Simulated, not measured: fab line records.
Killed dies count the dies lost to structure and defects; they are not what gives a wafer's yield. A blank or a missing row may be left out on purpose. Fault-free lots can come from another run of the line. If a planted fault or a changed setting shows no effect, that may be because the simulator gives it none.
Chamber matching -- flow n5-finfet -- 3 sister chambers for N5_BEOL_M4_PECVD_72 on pecvd-04
The step deposits SiO2 from TEOS/O2, target thk 16 nm, time 18 s. 16 wafers are shown with their chamber, then 8 later ones without.

== WAFERS, EACH WITH ITS CHAMBER ==
wafer,chamber,showerhead-plenum-p-Torr (Torr),throttle-valve-pct (%),heater-power-w (W)
L074.2,0,8.69,22.9,682
L074.3,2,8.71,23.1,585
L074.5,0,8.72,23.0,696
L078.2,1,8.90,22.1,627
L078.3,2,8.72,23.3,652
L078.6,0,8.69,22.8,683
L082.2,0,8.69,22.9,692
L082.3,1,8.88,22.1,580
L082.5,2,8.69,23.6,565
L085.1,0,8.70,23.3,689
L085.2,2,8.72,23.3,653
L085.3,1,8.89,22.2,521
L086.3,2,8.72,23.3,607
L086.5,2,8.73,23.2,616
L086.6,1,8.90,21.8,594
L087.3,0,8.68,22.7,575

SIGNATURES, as means of the wafers listed above
reading,chamber 0,chamber 1,chamber 2,scatter within a chamber
showerhead-plenum-p-Torr,8.6950,8.8925,8.7150,0.0129
throttle-valve-pct,22.933,22.050,23.300,0.185
heater-power-w,669.50,580.50,613.00,42.1
Rule: for each reading, subtract the chamber's mean from the wafer's reading, divide by that reading's scatter and square the result; add these up over the readings and take the root, which gives the wafer's distance from the chamber. If the next closest chamber is less than 2 further off than the closest, the wafer can't be placed; otherwise it belongs to the closest. The scatter is the square root of a quotient: the sum, over the shown wafers, of each reading's squared deviation from its chamber's mean, divided by wafers minus chambers.

== WAFERS WITH NO CHAMBER GIVEN ==
wafer,showerhead-plenum-p-Torr (Torr),throttle-valve-pct (%),heater-power-w (W)
L087.4,8.87,22.2,648
L087.5,8.89,22.3,639
L092.1,8.70,22.8,688
L092.2,8.88,22.1,625
L092.5,8.88,22.1,630
L094.1,8.73,23.4,541
L094.2,8.69,22.9,668
L094.4,8.69,23.1,677

== THE CHAMBER EACH PASSED THROUGH ==
wafer,from the rows above,in truth
L087.4,1,1
L087.5,1,1
L092.1,0,0
L092.2,1,1
L092.5,1,1
L094.1,2,2
L094.2,0,0
L094.4,can't be placed: 0 or 2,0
Correct placement for 7 of the 8. Unplaceable from these rows: 1, with the true chamber sitting among the candidates in 1. 0 placed wrongly.
